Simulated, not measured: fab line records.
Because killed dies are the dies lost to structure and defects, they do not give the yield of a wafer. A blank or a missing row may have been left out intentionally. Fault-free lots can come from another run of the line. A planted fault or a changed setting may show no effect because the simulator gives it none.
Chamber matching :: flow nand-harc :: 4 sister chambers for NHARC_A_WL_FILL_ALD_19 on ald-metal-03
The step deposits TiN, target thk 2 nm, pulse time 3 s, ald cycles 100. 4 wafers are shown with their chamber, then 8 later ones without.

WAFERS, EACH WITH ITS CHAMBER
wafer: L085.1
chamber: 0
heater-power-w (W): 1241

wafer: L085.3
chamber: 3
heater-power-w (W): 1144

wafer: L085.4
chamber: 2
heater-power-w (W): 1144

wafer: L085.2
chamber: 1
heater-power-w (W): 986

WAFERS WITH NO CHAMBER GIVEN
wafer: L085.5
heater-power-w (W): 1152

wafer: L085.6
heater-power-w (W): 1164

wafer: L091.1
heater-power-w (W): 1135

wafer: L091.2
heater-power-w (W): 1223

wafer: L091.4
heater-power-w (W): 1149

wafer: L093.4
heater-power-w (W): 985

wafer: L093.5
heater-power-w (W): 995

wafer: L093.6
heater-power-w (W): 1154

EACH ONE'S CHAMBER
wafer: L085.5
from the rows above: can't be placed: 2 or 3
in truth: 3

wafer: L085.6
from the rows above: can't be placed: 2 or 3
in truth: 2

wafer: L091.1
from the rows above: can't be placed: 2 or 3
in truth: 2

wafer: L091.2
from the rows above: 0
in truth: 0

wafer: L091.4
from the rows above: can't be placed: 2 or 3
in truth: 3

wafer: L093.4
from the rows above: 1
in truth: 1

wafer: L093.5
from the rows above: 1
in truth: 1

wafer: L093.6
from the rows above: can't be placed: 2 or 3
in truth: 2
Correctly placed: 3 of 8. From these rows, 5 cannot be placed; in 5 the true chamber is one of the candidates. Number placed wrongly: 0.
How it was worked out, from the rows above alone: a wafer's distance from a chamber is the root of the sum, over the readings, of the square of ((its reading less the chamber's mean) divided by the reading's scatter). The wafer belongs to the nearest chamber; if the next one is less than 2 further off, it can't be placed. The mean given for a chamber averages the wafers shown for that chamber. The scatter: with one shown wafer a chamber, the root of the mean of the squares of how far each hidden wafer lies from its nearest shown one.
